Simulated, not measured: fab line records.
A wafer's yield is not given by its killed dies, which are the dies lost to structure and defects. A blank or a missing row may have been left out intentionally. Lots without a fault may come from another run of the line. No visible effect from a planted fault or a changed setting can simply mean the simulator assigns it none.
fab line records -- flow n5-finfet
record lots=7, wafers=21
route steps=1938 shown ZERO_LAYER@4 PMOS_HMC_CHANNEL_EPI@58 FIN_SAQP@108 DUMMY_GATE@223 SD_EPI_N@268 SD_ACTIVATION@331 HKMG_FIN@423
start-h: the number of hours between the record's first day and the start of the first shown wafer of the lot -- wait-h: hours from the lot's prior step to this one -- " as in the row above -- L1.1+2: one row covering several wafers at once -- - either no value or no given start -- * or withheld: withheld -- < > ~ a bound
route shown NAME@n: NAME is a module with steps in the file, n the number in the route of the first one -- usual: mean and standard deviation over wafers with no fault -- same: alike in all rows -- chamber/n: place in a boat -- sites: the reading at each site -- _std_site: standard deviation of those values -- _edge_site: the outer-site mean with the inner-site mean subtracted -- radius-mm: for every site, how far away it sits from the centre of the wafer -- mask NAME#n: copy n -- behind: the tool/chamber that last shaped the wafer -- hold: cause of the lot's hold/its duration in hours/its outcome -- device: whichever transistor did not switch (one of n, p or np) -- end of line: tests of these same wafers at the route's end -- a step without rows: its recipe alone -- killed: count of dies lost to structure and defects at first sort (not the wafer's yield) -- map: dies across one wafer; x = killed, . = not, _ = none there
set.NAME: the setting the step ran with; set.NAME@STEP: the setting that earlier step ran with -- model.NAME: the simulator's own value behind a step, which no gauge read
lots where settings were altered on purpose, with a table for each step and a row for each wafer
## steps
# step N5_ZERO_LAYER_PECVD_02
# recipe material=SiO2, target-thk-a=100, temp-c=400, precursor=SiH4/N2O, pressure-torr=0.75, rf-w=275, time-s=6
lot.wafer,tool,chamber,start-h,wait-h,set.time-s,model.SiO2_of_ZERO_LAYER_PECVD_02.thk-nm
L074.2,pecvd-03,2,12.28,0.0,6,9.938
L074.4,pecvd-03,2,12.28,0.0,6,10.13
L074.6,pecvd-03,0,12.28,0.0,6,10.38
L077.1,pecvd-04,1,30.29,0.0,5.409,8.56
L077.2,pecvd-04,2,30.29,0.0,6,9.516
L077.4,pecvd-04,2,30.29,0.0,6,9.86
L078.2,pecvd-03,2,36.28,0.0,6,9.874
L078.3,pecvd-03,0,36.28,0.0,6,9.947
L078.6,pecvd-03,0,36.28,0.0,5.101,8.48
L087.1,pecvd-02,2,90.28,0.0,6,9.824
L087.2,pecvd-02,0,90.28,0.0,6,9.855
L087.6,pecvd-02,1,90.28,0.0,6,10.02
L089.4,pecvd-02,2,102.31,0.1,6,10.35
L089.5,pecvd-02,1,102.31,0.1,6,10.26
L089.6,pecvd-02,0,102.31,0.1,6,10.23
L090.1,pecvd-02,2,108.28,0.0,6,10.07
L090.4,pecvd-02,2,108.28,0.0,6.585,11.11
L090.6,pecvd-02,1,108.28,0.0,6,9.901
L091.2,pecvd-04,0,114.28,0.0,6,9.821
L091.5,pecvd-04,1,114.28,0.0,6,10.26
L091.6,pecvd-04,2,114.28,0.0,6,9.866
# step N5_ZERO_LAYER_COAT_05
# recipe spin-rpm=1500, resist-thk-nm=1000
lot.wafer,tool,chamber,start-h,wait-h,set.spin-rpm,model.coat_of_ZERO_LAYER_COAT_05.thk-nm
L074.2,litho-track-02,0,-,-,1500,997.8
L074.4,litho-track-02,0,-,-,1361,1048
L074.6,litho-track-02,0,-,-,1361,1050
L077.1,litho-track-01,0,-,-,1500,999.7
L077.2,litho-track-01,0,-,-,1500,1000
L077.4,litho-track-01,0,-,-,1583,973.4
L078.2,litho-track-05,0,-,-,1424,1025
L078.3+6,litho-track-05,0,-,-,1500,1000
L087.1,litho-track-05,0,-,-,1500,1000
L087.2,litho-track-05,0,-,-,1500,999.1
L087.6,litho-track-05,0,-,-,1500,1001
L089.4,litho-track-02,0,-,-,1500,998.2
L089.5,litho-track-02,0,-,-,1500,996.2
L089.6,litho-track-02,0,-,-,1500,1001
L090.1,litho-track-01,0,-,-,1415,1036
L090.4,litho-track-01,0,-,-,1500,1002
L090.6,litho-track-01,0,-,-,1415,1032
L091.2,litho-track-01,0,-,-,1500,999
L091.5,litho-track-01,0,-,-,1500,1000
L091.6,litho-track-01,0,-,-,1500,1001
# step N5_ZERO_LAYER_EBR_07
# recipe solvent=PGMEA, ebr-width-mm=1.5
# step N5_ZERO_LAYER_SOFTBAKE_06
# recipe temp-c=100, time-s=90
# step N5_ZERO_LAYER_DESCUM_16
# recipe chemistry=O2, time-s=7.9, source-power-w=50, bias-power-w=20, pressure-mtorr=20, rf-frequency-hz=2.712e+07, temp-c=40, o2-flow-sccm=225
# step N5_ZERO_LAYER_ETCH_17
# recipe chemistry=CF4, target=SiO2, target-depth-a=120, time-s=13.3, ion-energy-ev=350, pressure-mtorr=40, source-w=450, bias-w=215, Ar_flow_sccm=100, cf4-flow-sccm=100
lot.wafer,tool,chamber,start-h,wait-h,set.spin-rpm@ZERO_LAYER_COAT_05,model.coat_of_ZERO_LAYER_COAT_05.thk-nm
L074.2,rie-diel-01,1,12.86,0.0,1500,967.9
L074.4,rie-diel-01,0,12.86,0.0,1361,1019
L074.6,rie-diel-01,0,12.86,0.0,1361,1020
L077.1,rie-diel-06,1,31.40,0.0,1500,971
L077.2,rie-diel-06,0,31.40,0.0,1500,970.4
L077.4,rie-diel-06,3,31.40,0.0,1583,943.2
L078.2,rie-diel-01,3,36.72,0.0,1424,995.5
L078.3,rie-diel-01,1,36.72,0.0,1500,970
L078.6,rie-diel-01,3,36.72,0.0,1500,970.4
L087.1,rie-diel-06,1,90.84,0.0,1500,970.8
L087.2,rie-diel-06,3,90.84,0.0,1500,969
L087.6,rie-diel-06,2,90.84,0.0,1500,971.7
L089.4,rie-diel-01,0,102.72,0.0,1500,969
L089.5,rie-diel-01,3,102.72,0.0,1500,966.7
L089.6,rie-diel-01,0,102.72,0.0,1500,972
L090.1,rie-diel-03,1,108.84,0.0,1415,1006
L090.4,rie-diel-03,2,108.84,0.0,1500,973.3
L090.6,rie-diel-03,2,108.84,0.0,1415,1003
L091.2,rie-diel-01,2,114.71,0.0,1500,969.7
L091.5,rie-diel-01,3,114.71,0.0,1500,970.4
L091.6,rie-diel-01,0,114.71,0.0,1500,971.5
# step N5_ZERO_LAYER_ETCH_18
# recipe chemistry=HBr/Cl2, target=Si, target-depth-a=1200, time-s=40, pressure-mtorr=10, icp-w=800, bias-w=75, HBr_flow_sccm=150, Cl2_flow_sccm=80
# step N5_ZERO_LAYER_STRIP_24
# recipe chemistry=O2, power-w=1000, temp-c=250, overash-fraction=0.3, pressure-mtorr=1000, o2-flow-sccm=6750
# usual strip-time-to-endpoint-s=43.80/0.1
lot.wafer,tool,chamber,start-h,wait-h,set.spin-rpm@ZERO_LAYER_COAT_05,strip-time-to-endpoint-s
L074.2,plasma-asher-01,1,13.04,0.1,1500,43.77
L074.4,plasma-asher-01,1,13.04,0.1,1361,45.31
L074.6,plasma-asher-01,1,13.04,0.1,1361,45.36
L077.1,plasma-asher-01,1,31.58,0.1,1500,43.90
L077.2,plasma-asher-01,0,31.58,0.1,1500,43.85
L077.4,plasma-asher-01,1,31.58,0.1,1583,43.01
L078.2,plasma-asher-02,1,36.89,0.1,1424,44.56
L078.3,plasma-asher-02,1,36.89,0.1,1500,43.85
L078.6,plasma-asher-02,0,36.89,0.1,1500,43.87
L087.1,plasma-asher-02,0,91.02,0.1,1500,43.81
L087.2,plasma-asher-02,1,91.02,0.1,1500,43.78
L087.6,plasma-asher-02,1,91.02,0.1,1500,43.89
L089.4,plasma-asher-01,1,102.92,0.1,1500,43.83
L089.5,plasma-asher-01,1,102.92,0.1,1500,43.74
L089.6,plasma-asher-01,0,102.92,0.1,1500,43.87
L090.1,plasma-asher-02,1,109.02,0.1,1415,44.90
L090.4,plasma-asher-02,0,109.02,0.1,1500,43.90
L090.6,plasma-asher-02,0,109.02,0.1,1415,44.80
L091.2,plasma-asher-01,0,114.89,0.1,1500,43.82
L091.5,plasma-asher-01,1,114.89,0.1,1500,43.84
L091.6,plasma-asher-01,0,114.89,0.1,1500,43.91
# step N5_PMOS_HMC_CHANNEL_EPI_COAT_31
# recipe resist=BARC, temp-c=205, time-s=60, spin-rpm=1500, resist-thk-nm=66
lot.wafer,tool,chamber,start-h,wait-h,set.spin-rpm,model.BARC_of_PMOS_HMC_CHANNEL_EPI_COAT_31.thk-nm
L074.2,litho-track-05,0,16.77,0.0,1423,67.5
L074.4,litho-track-05,0,16.77,0.0,1500,65.94
L074.6,litho-track-05,0,16.77,0.0,1500,65.77
L077.1,litho-track-03,0,35.36,0.0,1647,62.83
L077.2,litho-track-03,0,35.36,0.0,1647,62.86
L077.4,litho-track-03,0,35.36,0.0,1500,66.01
L078.2,litho-track-02,0,40.64,0.0,1427,67.57
L078.3,litho-track-02,0,40.64,0.0,1427,67.84
L078.6,litho-track-02,0,40.64,0.0,1500,65.98
L087.1+6,litho-track-03,0,95.40,0.0,1500,65.88
L087.2,litho-track-03,0,95.40,0.0,1500,66.02
L089.4,litho-track-02,0,106.83,0.0,1343,69.71
L089.5,litho-track-02,0,106.83,0.0,1343,69.79
L089.6,litho-track-02,0,106.83,0.0,1500,66.03
L090.1,litho-track-02,0,112.74,0.0,1500,65.62
L090.4,litho-track-02,0,112.74,0.0,1500,65.8
L090.6,litho-track-02,0,112.74,0.0,1500,65.66
L091.2,litho-track-03,0,119.02,0.0,1500,66.16
L091.5,litho-track-03,0,119.02,0.0,1500,65.86
L091.6,litho-track-03,0,119.02,0.0,1559,64.6
# step N5_PMOS_HMC_CHANNEL_EPI_DEVELOP_08
# recipe develop-time-s=30, developer=TMAH, resist=CAR-ArF-block, dev-temp-c=23, rinse-liquid=diw, dry=air-spin
lot.wafer,tool,chamber,start-h,wait-h,set.develop-time-s
L074.2+4+6,litho-track-03,0,-,-,30
L077.1+2+4,litho-track-03,0,-,-,30
L078.2+3+6,litho-track-02,0,-,-,26.19
L087.1+2+6,litho-track-03,0,-,-,30
L089.4,litho-track-02,0,-,-,30
L089.5+6,litho-track-02,0,-,-,28.1
L090.1+4+6,litho-track-05,0,-,-,30
L091.2+6,litho-track-03,0,-,-,35.82
L091.5,litho-track-03,0,-,-,30
# step N5_PMOS_HMC_CHANNEL_EPI_DESCUM_14
# recipe chemistry=O2, time-s=7.9, source-power-w=50, bias-power-w=20, pressure-mtorr=20, rf-frequency-hz=2.712e+07, temp-c=40, resist=CAR-ArF-block, o2-flow-sccm=225
# step N5_PMOS_HMC_CHANNEL_EPI_ETCH_32
# recipe chemistry=N2/H2, target=BARC, stop-on=SiO2, target-depth-a=858, over-etch-frac=0.3, time-s=50.3, ion-energy-ev=200, mask-material=CAR-ArF-block, pressure-mtorr=30, source-w=840, bias-w=150, n2-flow-sccm=200, h2-flow-sccm=200
lot.wafer,tool,chamber,start-h,wait-h,set.spin-rpm@PMOS_HMC_CHANNEL_EPI_COAT_31,model.etch.depth-nm
L074.2,rie-diel-06,2,17.24,0.0,1423,67.5
L074.4,rie-diel-06,0,17.24,0.0,1500,65.94
L074.6,rie-diel-06,0,17.24,0.0,1500,65.77
L077.1,rie-diel-01,2,35.83,0.0,1647,62.83
L077.2,rie-diel-01,3,35.83,0.0,1647,62.86
L077.4,rie-diel-01,1,35.83,0.0,1500,66.01
L078.2,rie-diel-06,3,41.25,0.0,1427,67.57
L078.3,rie-diel-06,2,41.25,0.0,1427,67.84
L078.6,rie-diel-06,2,41.25,0.0,1500,65.98
L087.1+6,rie-diel-01,"2,3",97.70,0.0,1500,65.88
L087.2,rie-diel-01,1,97.70,0.0,1500,66.02
L089.4,rie-diel-06,1,107.39,0.0,1343,69.71
L089.5,rie-diel-06,2,107.39,0.0,1343,69.79
L089.6,rie-diel-06,3,107.39,0.0,1500,66.03
L090.1,rie-diel-06,0,113.11,0.0,1500,65.62
L090.4,rie-diel-06,3,113.11,0.0,1500,65.8
L090.6,rie-diel-06,0,113.11,0.0,1500,65.66
L091.2,rie-diel-01,3,119.49,0.0,1500,66.16
L091.5,rie-diel-01,0,119.49,0.0,1500,65.86
L091.6,rie-diel-01,1,119.49,0.0,1559,64.6
# step N5_FIN_SAQP_EXPOSE_13
# recipe mask-id=FIN_CORE, na=1.35, source-shape=dipole, sigma-inner=0.538, sigma-outer=0.738, polarization=te, target-cd-nm=35.6, dose-mj=63.25
lot.wafer,tool,chamber,start-h,wait-h,mask,set.dose-mj
L074.2+6,arfi-scanner-01,0,22.01,-,FIN_CORE#0,63.25
L074.4,arfi-scanner-01,0,22.01,-,FIN_CORE#0,67.97
L077.1+2,arfi-scanner-03,0,39.68,-,FIN_CORE#0,63.25
L077.4,arfi-scanner-03,0,39.68,-,FIN_CORE#0,61.68
L078.2,arfi-scanner-01,0,46.26,-,FIN_CORE#0,63.25
L078.3+6,arfi-scanner-01,0,46.26,-,FIN_CORE#0,67.93
L087.1+2+6,arfi-scanner-02,0,102.15,-,FIN_CORE#0,63.25
L089.4,arfi-scanner-02,0,111.67,-,FIN_CORE#0,62.02
L089.5+6,arfi-scanner-02,0,111.67,-,FIN_CORE#0,63.25
L090.1+4,arfi-scanner-01,0,117.40,-,FIN_CORE#0,61.18
L090.6,arfi-scanner-01,0,117.40,-,FIN_CORE#0,63.25
L091.2+5+6,arfi-scanner-03,0,123.57,-,FIN_CORE#0,63.25
# step N5_FIN_SAQP_PEB_14
# recipe peb-temp-c=withheld, peb-time-s=60, resist=CAR-ArF
# step N5_FIN_SAQP_DEVELOP_15
# recipe develop-time-s=30, developer=TMAH, resist=CAR-ArF, dev-temp-c=23, rinse-liquid=diw, dry=air-spin
# step N5_FIN_SAQP_CD_MEAS_16
# recipe target-cd-nm=35.6, landing-energy-ev=500, detector=se-inlens
# usual cd-nm=35.6/0.42
lot.wafer,tool,chamber,start-h,wait-h,set.dose-mj@FIN_SAQP_EXPOSE_13,cd-nm
L074.2,cd-sem-02,0,22.13,-,63.25,35.0
L074.4,cd-sem-02,0,22.13,-,67.97,33.8
L074.6,cd-sem-02,0,22.13,-,63.25,35.1
L077.1,cd-sem-02,0,39.80,-,63.25,35.8
L077.2,cd-sem-02,0,39.80,-,63.25,36.0
L077.4,cd-sem-02,0,39.80,-,61.68,36.7
L078.2,cd-sem-02,0,46.38,-,63.25,35.3
L078.3,cd-sem-02,0,46.38,-,67.93,33.8
L078.6,cd-sem-02,0,46.38,-,67.93,33.6
L087.1,cd-sem-02,0,102.28,-,63.25,36.0
L087.2,cd-sem-02,0,102.28,-,63.25,35.2
L087.6,cd-sem-02,0,102.28,-,63.25,35.4
L089.4,cd-sem-01,0,111.79,-,62.02,36.2
L089.5,cd-sem-01,0,111.79,-,63.25,35.4
L089.6,cd-sem-01,0,111.79,-,63.25,34.7
L090.1,cd-sem-02,0,117.53,-,61.18,36.8
L090.4,cd-sem-02,0,117.53,-,61.18,36.4
L090.6,cd-sem-02,0,117.53,-,63.25,35.3
L091.2,cd-sem-02,0,123.69,-,63.25,35.6
L091.5,cd-sem-02,0,123.69,-,63.25,35.5
L091.6,cd-sem-02,0,123.69,-,63.25,35.2
# step N5_DUMMY_GATE_COAT_35
# recipe resist=SiARC, temp-c=220, time-s=60, spin-rpm=1500, resist-thk-nm=10
lot.wafer,tool,chamber,start-h,wait-h,set.spin-rpm,model.SiARC_of_DUMMY_GATE_COAT_35.thk-nm
L074.2,litho-track-01,0,-,-,1500,10
L074.4+6,litho-track-01,0,-,-,1445,10.2
L077.1+4,litho-track-01,0,-,-,1394,10.4
L077.2,litho-track-01,0,-,-,1500,10
L078.2,litho-track-01,0,-,-,1382,10.4
L078.3+6,litho-track-01,0,-,-,1500,10
L087.1+2+6,litho-track-05,0,-,-,1500,10
L089.4+5+6,litho-track-01,0,-,-,1500,10
L090.1+6,litho-track-02,0,-,-,1500,10
L090.4,litho-track-02,0,-,-,1662,9.4
L091.2,litho-track-05,0,-,-,1400,10.4
L091.5+6,litho-track-05,0,-,-,1500,10
# step N5_DUMMY_GATE_COAT_28
# recipe resist=underlayer, temp-c=205, time-s=60, spin-rpm=1500, resist-thk-nm=10
# step N5_DUMMY_GATE_COAT_09
# recipe resist=CAR-EUV, spin-rpm=1500, resist-thk-nm=30
# step N5_DUMMY_GATE_ETCH_29
# recipe chemistry=N2/H2, target=underlayer, target-depth-a=130, ion-energy-ev=200, pressure-mtorr=30, source-w=840, bias-w=150, n2-flow-sccm=200, h2-flow-sccm=200
# step N5_DUMMY_GATE_ETCH_36
# recipe chemistry=CF4, target=SiARC, target-depth-a=130, pressure-mtorr=40, source-w=545, bias-w=36, Ar_flow_sccm=100, cf4-flow-sccm=100, ion-energy-ev=80
# step N5_DUMMY_GATE_ETCH_37
# recipe chemistry=N2/H2, target=SOC, target-depth-a=600, overetch-a=300, temp-c=40, ion-energy-ev=200, pressure-mtorr=30, source-w=840, bias-w=150, n2-flow-sccm=200, h2-flow-sccm=200
lot.wafer,tool,chamber,start-h,wait-h,set.spin-rpm@DUMMY_GATE_COAT_35,model.SiARC_of_DUMMY_GATE_COAT_35.thk-nm
L074.2,rie-diel-03,1,48.76,0.0,1500,5
L074.4+6,rie-diel-03,"0,1",48.76,0.0,1445,5.2
L077.1+4,rie-diel-01,"1,3",67.10,0.0,1394,5.4
L077.2,rie-diel-01,2,67.10,0.0,1500,5.2
L078.2,rie-diel-03,0,70.96,0.0,1382,5.4
L078.3,rie-diel-03,1,70.96,0.0,1500,5
L078.6,rie-diel-03,1,70.96,0.0,1500,4.8
L087.1+6,rie-diel-06,"0,3",128.81,0.0,1500,5
L087.2,rie-diel-06,3,128.81,0.0,1500,4.8
L089.4+6,rie-diel-03,"2,0",136.55,0.0,1500,5
L089.5,rie-diel-03,3,136.55,0.0,1500,4.8
L090.1+6,rie-diel-03,"1,0",141.01,0.0,1500,5
L090.4,rie-diel-03,1,141.01,0.0,1662,4.6
L091.2,rie-diel-01,2,147.17,0.0,1400,5.4
L091.5,rie-diel-01,0,147.17,0.0,1500,5.2
L091.6,rie-diel-01,3,147.17,0.0,1500,5
# step N5_SD_EPI_N_PEB_07
# recipe peb-temp-c=110, peb-time-s=60, resist=CAR-ArF-block
lot.wafer,tool,chamber,start-h,wait-h,set.peb-temp-c
L074.2+6,litho-track-03,0,50.89,0.0,113.6
L074.4,litho-track-03,0,50.89,0.0,110
L077.1,litho-track-04,0,70.42,0.1,110
L077.2+4,litho-track-04,0,70.42,0.1,108.1
L078.2+6,litho-track-03,0,72.96,0.0,110
L078.3,litho-track-03,0,72.96,0.0,111.8
L087.1+2+6,litho-track-01,0,130.82,0.1,110
L089.4+6,litho-track-04,0,138.62,0.0,110
L089.5,litho-track-04,0,138.62,0.0,107.3
L090.1+4+6,litho-track-03,0,143.19,0.1,110
L091.2+6,litho-track-03,0,149.02,0.0,107.1
L091.5,litho-track-03,0,149.02,0.0,110
# step N5_SD_EPI_N_DEVELOP_08
# recipe develop-time-s=30, developer=TMAH, resist=CAR-ArF-block, dev-temp-c=23, rinse-liquid=diw, dry=air-spin
lot.wafer,tool,chamber,start-h,wait-h,set.develop-time-s
L074.2+6,litho-track-03,0,-,-,27.02
L074.4,litho-track-03,0,-,-,30
L077.1+2+4,litho-track-04,0,-,-,30
L078.2+6,litho-track-03,0,-,-,27.24
L078.3,litho-track-03,0,-,-,30
L087.1+2+6,litho-track-01,0,-,-,30
L089.4+5,litho-track-04,0,-,-,30
L089.6,litho-track-04,0,-,-,23.65
L090.1+4+6,litho-track-03,0,-,-,30
L091.2,litho-track-03,0,-,-,27.39
L091.5+6,litho-track-03,0,-,-,30
# step N5_SD_EPI_N_CD_MEAS_09
# recipe target-cd-nm=120, landing-energy-ev=500, detector=se-inlens
# usual cd-nm=119.2/1.2
lot.wafer,tool,chamber,start-h,wait-h,set.peb-temp-c@SD_EPI_N_PEB_07,cd-nm
L074.2,cd-sem-02,0,50.96,-,113.6,125.9
L074.4,cd-sem-02,0,50.96,-,110,119.2
L074.6,cd-sem-02,0,50.96,-,113.6,126.1
L077.1,cd-sem-02,0,70.49,-,110,122.0
L077.2,cd-sem-02,0,70.49,-,108.1,115.4
L077.4,cd-sem-02,0,70.49,-,108.1,116.2
L078.2,cd-sem-01,0,73.03,-,110,118.5
L078.3,cd-sem-01,0,73.03,-,111.8,122.8
L078.6,cd-sem-01,0,73.03,-,110,118.6
L087.1,cd-sem-02,0,130.88,-,110,117.7
L087.2,cd-sem-02,0,130.88,-,110,119.7
L087.6,cd-sem-02,0,130.88,-,110,119.1
L089.4,cd-sem-01,0,138.68,-,110,120.2
L089.5,cd-sem-01,0,138.68,-,107.3,114.4
L089.6,cd-sem-01,0,138.68,-,110,119.4
L090.1,cd-sem-02,0,143.26,-,110,117.8
L090.4,cd-sem-02,0,143.26,-,110,117.1
L090.6,cd-sem-02,0,143.26,-,110,118.2
L091.2,cd-sem-01,0,149.08,-,107.1,109.5
L091.5,cd-sem-01,0,149.08,-,110,117.0
L091.6,cd-sem-01,0,149.08,-,107.1,109.1
# step N5_SD_EPI_N_DESCUM_14
# recipe chemistry=O2, time-s=7.9, source-power-w=50, bias-power-w=20, pressure-mtorr=20, rf-frequency-hz=2.712e+07, temp-c=40, resist=CAR-ArF-block, o2-flow-sccm=225
lot.wafer,tool,chamber,start-h,wait-h,set.peb-temp-c@SD_EPI_N_PEB_07,model.SD_EPI_N.cd-nm
L074.2+6,rie-diel-02,"1,3",51.04,0.0,113.6,126
L074.4,rie-diel-02,2,51.04,0.0,110,119.4
L077.1,rie-diel-05,3,70.71,0.2,110,121.8
L077.2,rie-diel-05,1,70.71,0.2,108.1,115.2
L077.4,rie-diel-05,0,70.71,0.2,108.1,116
L078.2,rie-diel-05,0,73.12,0.0,110,118.2
L078.3,rie-diel-05,3,73.12,0.0,111.8,122.6
L078.6,rie-diel-05,0,73.12,0.0,110,118.6
L087.1,rie-diel-05,1,131.16,0.2,110,117.8
L087.2+6,rie-diel-05,"0,2",131.16,0.2,110,119
L089.4,rie-diel-04,2,138.78,0.0,110,120.4
L089.5,rie-diel-04,0,138.78,0.0,107.3,114
L089.6,rie-diel-04,1,138.78,0.0,110,119.2
L090.1,rie-diel-02,2,143.35,0.0,110,118.2
L090.4,rie-diel-02,0,143.35,0.0,110,117
L090.6,rie-diel-02,3,143.35,0.0,110,118
L091.2,rie-diel-05,2,149.28,0.1,107.1,109.6
L091.5,rie-diel-05,3,149.28,0.1,110,116.8
L091.6,rie-diel-05,1,149.28,0.1,107.1,109.4
# step N5_SD_EPI_N_ETCH_34
# recipe chemistry=CF4, target=SiARC, target-depth-a=455, mask-material=CAR-ArF-block, time-s=75.8, ion-energy-ev=80, pressure-mtorr=40, source-w=545, bias-w=36, Ar_flow_sccm=100, cf4-flow-sccm=100, ends=cleared
lot.wafer,tool,chamber,start-h,wait-h,set.peb-temp-c@SD_EPI_N_PEB_07,model.SD_EPI_N.cd-nm
L074.2,rie-diel-02,1,51.08,0.0,113.6,125.6
L074.4,rie-diel-02,2,51.08,0.0,110,119
L074.6,rie-diel-02,3,51.08,0.0,113.6,126
L077.1,rie-diel-05,3,70.74,0.0,110,122
L077.2,rie-diel-05,1,70.74,0.0,108.1,115.4
L077.4,rie-diel-05,0,70.74,0.0,108.1,116.4
L078.2,rie-diel-05,0,73.15,0.0,110,118.6
L078.3,rie-diel-05,3,73.15,0.0,111.8,122.6
L078.6,rie-diel-05,0,73.15,0.0,110,119
L087.1,rie-diel-05,1,131.20,0.0,110,117.6
L087.2,rie-diel-05,0,131.20,0.0,110,119.8
L087.6,rie-diel-05,2,131.20,0.0,110,119.6
L089.4,rie-diel-04,2,138.83,0.0,110,120.4
L089.5,rie-diel-04,0,138.83,0.0,107.3,114
L089.6,rie-diel-04,1,138.83,0.0,110,119
L090.1,rie-diel-02,2,143.38,0.0,110,118
L090.4,rie-diel-02,0,143.38,0.0,110,116.6
L090.6,rie-diel-02,3,143.38,0.0,110,117.6
L091.2,rie-diel-05,2,149.32,0.0,107.1,110
L091.5,rie-diel-05,3,149.32,0.0,110,116.6
L091.6,rie-diel-05,1,149.32,0.0,107.1,109
# step N5_SD_ACTIVATION_LSA_01
# recipe temp-c=1080, time-s=0.0008, ambient=N2
# usual wafer_temp_C_max=1086.4/2.9
lot.wafer,tool,chamber,start-h,wait-h,set.temp-c,wafer_temp_C_max
L074.2,laser-anneal-02,0,59.68,0.2,1080,1085.5
L074.4,laser-anneal-02,0,59.68,0.2,1066,1069.7
L074.6,laser-anneal-02,0,59.68,0.2,1080,1083.3
L077.1,laser-anneal-01,0,80.69,0.2,1080,1090.8
L077.2,laser-anneal-01,0,80.69,0.2,1110,1120.8
L077.4,laser-anneal-01,0,80.69,0.2,1110,1117.3
L078.2,laser-anneal-02,0,81.63,0.2,1080,1083.3
L078.3,laser-anneal-02,0,81.63,0.2,1080,1083.5
L078.6,laser-anneal-02,0,81.63,0.2,1080,1085.5
L087.1,laser-anneal-01,0,141.15,0.2,1080,1089.1
L087.2,laser-anneal-01,0,141.15,0.2,1080,1088.7
L087.6,laser-anneal-01,0,141.15,0.2,1080,1087.3
L089.4,laser-anneal-01,0,148.47,0.2,1068,1080.2
L089.5,laser-anneal-01,0,148.47,0.2,1080,1089.7
L089.6,laser-anneal-01,0,148.47,0.2,1080,1087.9
L090.1,laser-anneal-02,0,153.38,0.2,1053,1055.9
L090.4,laser-anneal-02,0,153.38,0.2,1053,1057.0
L090.6,laser-anneal-02,0,153.38,0.2,1053,1055.8
L091.2,laser-anneal-01,0,158.83,0.2,1080,1085.3
L091.5,laser-anneal-01,0,158.83,0.2,1053,1062.4
L091.6,laser-anneal-01,0,158.83,0.2,1053,1064.2
# step N5_HKMG_FIN_COAT_30
# recipe resist=SiARC, temp-c=220, time-s=60, spin-rpm=1500, resist-thk-nm=35
lot.wafer,tool,chamber,start-h,wait-h,set.spin-rpm,model.SiARC_of_HKMG_FIN_COAT_30.thk-nm
L074.2,litho-track-04,0,-,-,1500,35.2
L074.4,litho-track-04,0,-,-,1500,35
L074.6,litho-track-04,0,-,-,1406,36.2
L077.1+2+4,litho-track-02,0,-,-,1500,35
L078.2+3+6,litho-track-04,0,-,-,1500,35
L087.1+2,litho-track-03,0,-,-,1500,35.2
L087.6,litho-track-03,0,-,-,1500,35.4
L089.4+6,litho-track-03,0,-,-,1500,35.2
L089.5,litho-track-03,0,-,-,1622,33.8
L090.1,litho-track-04,0,-,-,1500,35
L090.4,litho-track-04,0,-,-,1623,33.8
L090.6,litho-track-04,0,-,-,1623,33.6
L091.2+6,litho-track-02,0,-,-,1500,34.8
L091.5,litho-track-02,0,-,-,1500,35
## key
split step=N5_ZERO_LAYER_PECVD_02, setting=time-s, stated=6, by=wafer
response step=N5_ZERO_LAYER_PECVD_02, reading=model.SiO2_of_ZERO_LAYER_PECVD_02.thk-nm, change=+0.104, per=1%, r=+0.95
split step=N5_ZERO_LAYER_COAT_05, setting=spin-rpm, stated=1500, by=wafer
response step=N5_ZERO_LAYER_COAT_05, reading=model.coat_of_ZERO_LAYER_COAT_05.thk-nm, change=-5.33, per=1%, r=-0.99
response step=N5_ZERO_LAYER_ETCH_17, reading=model.coat_of_ZERO_LAYER_COAT_05.thk-nm, change=-5.37, per=1%, r=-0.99
response step=N5_ZERO_LAYER_STRIP_24, reading=strip-time-to-endpoint-s, change=*, per=1%, r=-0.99
split step=N5_PMOS_HMC_CHANNEL_EPI_COAT_31, setting=spin-rpm, stated=1500, by=wafer
response step=N5_PMOS_HMC_CHANNEL_EPI_COAT_31, reading=model.BARC_of_PMOS_HMC_CHANNEL_EPI_COAT_31.thk-nm, change=-0.341, per=1%, r=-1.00
response step=N5_PMOS_HMC_CHANNEL_EPI_ETCH_32, reading=model.etch.depth-nm, change=-0.341, per=1%, r=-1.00
split step=N5_PMOS_HMC_CHANNEL_EPI_DEVELOP_08, setting=develop-time-s, stated=30, by=wafer
response none clear
split step=N5_FIN_SAQP_EXPOSE_13, setting=dose-mj, stated=63.25, by=wafer
response step=N5_FIN_SAQP_CD_MEAS_16, reading=cd-nm, change=-0.224, per=1%, r=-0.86
split step=N5_DUMMY_GATE_COAT_35, setting=spin-rpm, stated=1500, by=wafer
response step=N5_DUMMY_GATE_COAT_35, reading=model.SiARC_of_DUMMY_GATE_COAT_35.thk-nm, change=-0.0554, per=1%, r=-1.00
response step=N5_DUMMY_GATE_ETCH_37, reading=model.SiARC_of_DUMMY_GATE_COAT_35.thk-nm, change=-0.0433, per=1%, r=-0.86
split step=N5_SD_EPI_N_PEB_07, setting=peb-temp-c, stated=110, by=wafer
response step=N5_SD_EPI_N_CD_MEAS_09, reading=cd-nm, change=+2.5, per=1%, r=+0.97
response step=N5_SD_EPI_N_DESCUM_14, reading=model.SD_EPI_N.cd-nm, change=+2.48, per=1%, r=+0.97
response step=N5_SD_EPI_N_ETCH_34, reading=model.SD_EPI_N.cd-nm, change=+2.44, per=1%, r=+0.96
split step=N5_SD_EPI_N_DEVELOP_08, setting=develop-time-s, stated=30, by=wafer
response none clear
split step=N5_SD_ACTIVATION_LSA_01, setting=temp-c, stated=1080, by=wafer
response step=N5_SD_ACTIVATION_LSA_01, reading=wafer_temp_C_max, change=*, per=1%, r=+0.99
split step=N5_HKMG_FIN_COAT_30, setting=spin-rpm, stated=1500, by=wafer
response step=N5_HKMG_FIN_COAT_30, reading=model.SiARC_of_HKMG_FIN_COAT_30.thk-nm, change=-0.168, per=1%, r=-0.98
